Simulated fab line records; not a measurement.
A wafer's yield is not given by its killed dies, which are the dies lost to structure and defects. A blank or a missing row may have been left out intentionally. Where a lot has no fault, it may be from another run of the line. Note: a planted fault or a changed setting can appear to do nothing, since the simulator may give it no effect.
Check of tool commonality ; flow n5Finfet ; Sampled: 10 lots, 30 wafers

## WHY THIS WAS OPENED
2 of 10 lots carry a flag on the reading VT_N_LONG at N5_BEOL_M4_RC_MEAS_101. Wafers without a fault read 274.6 mV, standard deviation 2.2.
Rule: a lot gets a flag if all its wafers with a number sit over 4 standard deviations from that mean, or if no wafer of it has a number. The other lots count as sound.

lot;measured;on;VT_N_LONG (mV), wafer by wafer;flag
L905;day 8 01:25;prober-02;270.5 271.6 273.9;
L907;day 8 23:57;prober-01;272.7 276.1 272.1;
L908;day 9 00:14;prober-02;281.3 279.2 279.7;
L909;day 9 06:08;prober-01;269.9 271.3 270.3;
L911;day 9 15:37;prober-02;275.0 277.0 272.9;
L912;day 9 15:46;prober-01;274.0 274.2 278.1;
L913;day 9 19:12;prober-02;276.5 275.1 274.6;
L915;day 11 00:27;prober-01;478.3 479.0 480.1;FLAGGED
L917;day 11 00:41;prober-02;480.2 476.6 476.2;FLAGGED
L923;day 12 10:37;prober-02;274.1 276.9 275.2;
The numbers of the flagged lots are 478.4 mV on average: +203.8 mV against the usual, or +93 standard deviations.

## WHICH TOOL RAN EACH LOT
Before the reading, the record contains 2 process steps out of a 1938-step route. Cell contents, in order: the tool; ch with the chambers the sampled wafers went through; the start.
lot;flag;N5_BEOL_M1_SPUTTER_81;N5_BEOL_M4_SPUTTER_90
L905;;pvdSputter-01, day 6 09:31;pvdSputter-03, day 7 23:38
L907;;pvdSputter-01, day 7 08:38;pvdSputter-01, day 8 22:10
L908;;pvdSputter-02, day 7 11:33;pvdSputter-03, day 8 22:20
L909;;pvdSputter-02, day 7 13:26;pvdSputter-02, day 9 04:21
L911;;pvdSputter-01, day 8 02:18;pvdSputter-03, day 9 13:42
L912;;pvdSputter-02, day 8 01:54;pvdSputter-01, day 9 14:01
L913;;pvdSputter-02, day 8 12:06;pvdSputter-03, day 9 17:10
L915;FLAGGED;pvdSputter-02, day 9 00:43;pvdSputter-01, day 10 22:29
L917;FLAGGED;pvdSputter-02, day 9 11:11;pvdSputter-02, day 10 22:32
L923;;pvdSputter-03, day 10 14:11;pvdSputter-01, day 12 07:44
These steps, and what they do:
- N5_BEOL_M1_SPUTTER_81: material Cu, target thk 4.5 nm, time 8.29 s.
- N5_BEOL_M4_SPUTTER_90: material Cu, target thk 4.5 nm, time 8.29 s.
- N5_BEOL_M4_RC_MEAS_101

## FLAGGED AGAINST TOTAL, ONE TOOL AT A TIME (gauges that did the reading follow at the end)
step;tool;lots run;flagged;share of the flagged lots;sound lots run after its first flagged lot
N5_BEOL_M1_SPUTTER_81;pvdSputter-01;3;0;none;-
N5_BEOL_M1_SPUTTER_81;pvdSputter-02;6;2;all;0
N5_BEOL_M1_SPUTTER_81;pvdSputter-03;1;0;none;-
N5_BEOL_M4_SPUTTER_90;pvdSputter-01;4;1;some;1 (L923)
N5_BEOL_M4_SPUTTER_90;pvdSputter-02;2;1;some;0
N5_BEOL_M4_SPUTTER_90;pvdSputter-03;4;0;none;-
N5_BEOL_M4_RC_MEAS_101;prober-01;4;1;some;0
N5_BEOL_M4_RC_MEAS_101;prober-02;6;1;some;1 (L923)

## WHAT THE TABLE PERMITS
In the table, 1 row covers all flagged lots: pvdSputter-02 at N5_BEOL_M1_SPUTTER_81.
- pvdSputter-02 at N5_BEOL_M1_SPUTTER_81: 2 of its 6 lots flagged. It ran its last sound lot, L913, at day 8 12:06 and its first flagged lot, L915, at day 9 00:43: a fault with its onset between the two fits.
Left over: one tool, pvdSputter-02 at N5_BEOL_M1_SPUTTER_81.

## WHAT WAS PUT IN BY THE SIMULATOR
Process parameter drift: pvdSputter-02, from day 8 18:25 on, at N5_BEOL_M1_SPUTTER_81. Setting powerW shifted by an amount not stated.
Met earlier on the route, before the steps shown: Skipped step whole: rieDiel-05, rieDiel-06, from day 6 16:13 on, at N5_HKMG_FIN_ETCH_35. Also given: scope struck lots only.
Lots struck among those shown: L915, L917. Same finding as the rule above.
